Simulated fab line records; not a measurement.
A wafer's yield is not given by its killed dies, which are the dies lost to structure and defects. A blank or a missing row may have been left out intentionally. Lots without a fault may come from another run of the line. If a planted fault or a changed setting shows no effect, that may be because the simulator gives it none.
Matching of chambers / flow n5_finfet / N5_MOL_CONTACT_COAG_CMP_52 on cmp-04 has 4 sister chambers
The step polishes, stops on SiO2, t overpolish 1.5 s, target thk 66.5 nm. 16 wafers are shown with their chamber, then 8 later ones without.

== EACH WAFER AND ITS CHAMBER ==
wafer=L074.1; chamber=1; motor_current_A (A)=10.9; time_to_endpoint_s (s)=10.8; overpolish_run_s (s)=1.489
wafer=L074.2; chamber=2; motor_current_A (A)=9.6; time_to_endpoint_s (s)=8.1; overpolish_run_s (s)=1.501
wafer=L074.3; chamber=3; motor_current_A (A)=12.8; time_to_endpoint_s (s)=15.3; overpolish_run_s (s)=1.488
wafer=L074.4; chamber=0; motor_current_A (A)=9.9; time_to_endpoint_s (s)=8.9; overpolish_run_s (s)=1.494
wafer=L074.5; chamber=0; motor_current_A (A)=10.2; time_to_endpoint_s (s)=8.8; overpolish_run_s (s)=1.516
wafer=L074.6; chamber=3; motor_current_A (A)=13.3; time_to_endpoint_s (s)=13.7; overpolish_run_s (s)=1.495
wafer=L076.3; chamber=0; motor_current_A (A)=10.3; time_to_endpoint_s (s)=10.9; overpolish_run_s (s)=1.493
wafer=L076.4; chamber=2; motor_current_A (A)=9.4; time_to_endpoint_s (s)=14.1; overpolish_run_s (s)=1.504
wafer=L076.5; chamber=2; motor_current_A (A)=9.7; time_to_endpoint_s (s)=11.2; overpolish_run_s (s)=1.489
wafer=L079.3; chamber=2; motor_current_A (A)=10.1; time_to_endpoint_s (s)=12.4; overpolish_run_s (s)=1.515
wafer=L079.4; chamber=3; motor_current_A (A)=12.8; time_to_endpoint_s (s)=17.7; overpolish_run_s (s)=1.503
wafer=L079.6; chamber=3; motor_current_A (A)=13.2; time_to_endpoint_s (s)=16.5; overpolish_run_s (s)=1.501
wafer=L081.1; chamber=3; motor_current_A (A)=12.7; time_to_endpoint_s (s)=16.3; overpolish_run_s (s)=1.490
wafer=L081.3; chamber=2; motor_current_A (A)=9.4; time_to_endpoint_s (s)=13.6; overpolish_run_s (s)=1.482
wafer=L081.5; chamber=0; motor_current_A (A)=9.5; time_to_endpoint_s (s)=13.5; overpolish_run_s (s)=1.499
wafer=L082.1; chamber=1; motor_current_A (A)=10.5; time_to_endpoint_s (s)=12.1; overpolish_run_s (s)=1.501

SIGNATURES (means of the wafers above)
reading=motor_current_A; chamber 0=9.975; chamber 1=10.700; chamber 2=9.640; chamber 3=12.960; scatter within a chamber=0.302
reading=time_to_endpoint_s; chamber 0=10.525; chamber 1=11.450; chamber 2=11.880; chamber 3=15.900; scatter within a chamber=1.99
reading=overpolish_run_s; chamber 0=1.50050; chamber 1=1.49500; chamber 2=1.49820; chamber 3=1.49540; scatter within a chamber=0.0102
Rule: for each reading, subtract the chamber's mean from the wafer's reading, divide by that reading's scatter and square the result; add these up over the readings and take the root, which gives the wafer's distance from the chamber. The wafer belongs to the nearest chamber; if the next one is less than 2 further off, it can't be placed. The scatter: the root of (the sum of the squares of (reading less its chamber's mean) over the shown wafers, divided by (wafers less chambers)).

== WAFERS MISSING THEIR CHAMBER ==
wafer=L082.2; motor_current_A (A)=10.0; time_to_endpoint_s (s)=8.9; overpolish_run_s (s)=1.512
wafer=L082.3; motor_current_A (A)=13.4; time_to_endpoint_s (s)=16.2; overpolish_run_s (s)=1.503
wafer=L086.1; motor_current_A (A)=10.7; time_to_endpoint_s (s)=9.6; overpolish_run_s (s)=1.505
wafer=L086.4; motor_current_A (A)=14.1; time_to_endpoint_s (s)=14.1; overpolish_run_s (s)=1.495
wafer=L086.5; motor_current_A (A)=12.8; time_to_endpoint_s (s)=13.9; overpolish_run_s (s)=1.495
wafer=L091.1; motor_current_A (A)=9.9; time_to_endpoint_s (s)=10.0; overpolish_run_s (s)=1.497
wafer=L091.3; motor_current_A (A)=9.6; time_to_endpoint_s (s)=10.2; overpolish_run_s (s)=1.505
wafer=L091.6; motor_current_A (A)=10.5; time_to_endpoint_s (s)=7.9; overpolish_run_s (s)=1.500

== CHAMBER TAKEN BY EACH ==
wafer=L082.2; from the rows above=can't be placed: 0 or 2 or 1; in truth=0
wafer=L082.3; from the rows above=3; in truth=3
wafer=L086.1; from the rows above=can't be placed: 1 or 0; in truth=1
wafer=L086.4; from the rows above=3; in truth=3
wafer=L086.5; from the rows above=3; in truth=3
wafer=L091.1; from the rows above=can't be placed: 0 or 2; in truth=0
wafer=L091.3; from the rows above=can't be placed: 2 or 0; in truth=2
wafer=L091.6; from the rows above=can't be placed: 1 or 0 or 2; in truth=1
3 of 8 placed correctly. Not placeable from these rows: 5 (in 5, the candidates include the true chamber). Placed wrongly: 0.
